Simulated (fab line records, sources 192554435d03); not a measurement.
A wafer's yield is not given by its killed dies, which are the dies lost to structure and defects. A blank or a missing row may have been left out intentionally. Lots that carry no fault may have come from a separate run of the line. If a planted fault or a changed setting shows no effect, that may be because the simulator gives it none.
Which tool did it? | flow n5-finfet | 12 lots (36 wafers sampled), 1 step of a 1938-step route

WHAT THE GAUGES SHOWED, per wafer
N5_FIN_SAQP_OVL_MEAS_17.
lot  | measured    | on         | FIN_CORE_OVL (nm)
L075 | day 2 04:26 | overlay-02 | 0.3 -1.2 -1.1
L077 | day 2 15:41 | overlay-01 | 0.2 0.5 1.4
L079 | day 3 04:16 | overlay-01 | 0.1 0.3 1.1
L081 | day 3 16:49 | overlay-02 | -0.9 -0.6 -1.0
L083 | day 4 05:17 | overlay-01 | -0.5 -1.4 -1.1
L085 | day 4 15:39 | overlay-01 | 0.8 1.0 1.8
L087 | day 5 05:55 | overlay-01 | 0.2 0.0 1.2
L089 | day 5 15:38 | overlay-02 | 0.3 -0.7 -0.5
L091 | day 6 04:55 | overlay-02 | -1.0 -0.4 -0.7
L093 | day 6 15:41 | overlay-01 | 0.1 -0.2 0.6
L095 | day 7 04:10 | overlay-01 | 0.2 -0.5 0.3
L097 | day 7 17:04 | overlay-02 | -0.4 0.5 -0.3

WHICH TOOL RAN EACH LOT (tool, then ch and the chambers of the sampled wafers, then the start)
Before these readings, the record contains no process step.

THE ANSWER, worked out from the rows above alone
Rule: usual is defined by the lots themselves. The widest of any qualifying gaps counts: lots, ordered by their means at a reading, are off when they make up no more than a third of the lots, leave a main group of 4 or more, and stand apart from it by 3 or more times the standard deviation of that group's means. The tables above print the reading to a certain number of digits; a main group whose means all agree to those digits is not used. A lot without any number at a reading at which 4 lots or more have one is off too. Any other lot the step has rows for is counted as sound.
None of the lots is off at any reading shown; this tells nothing.

WHAT WAS PUT IN BY THE SIMULATOR
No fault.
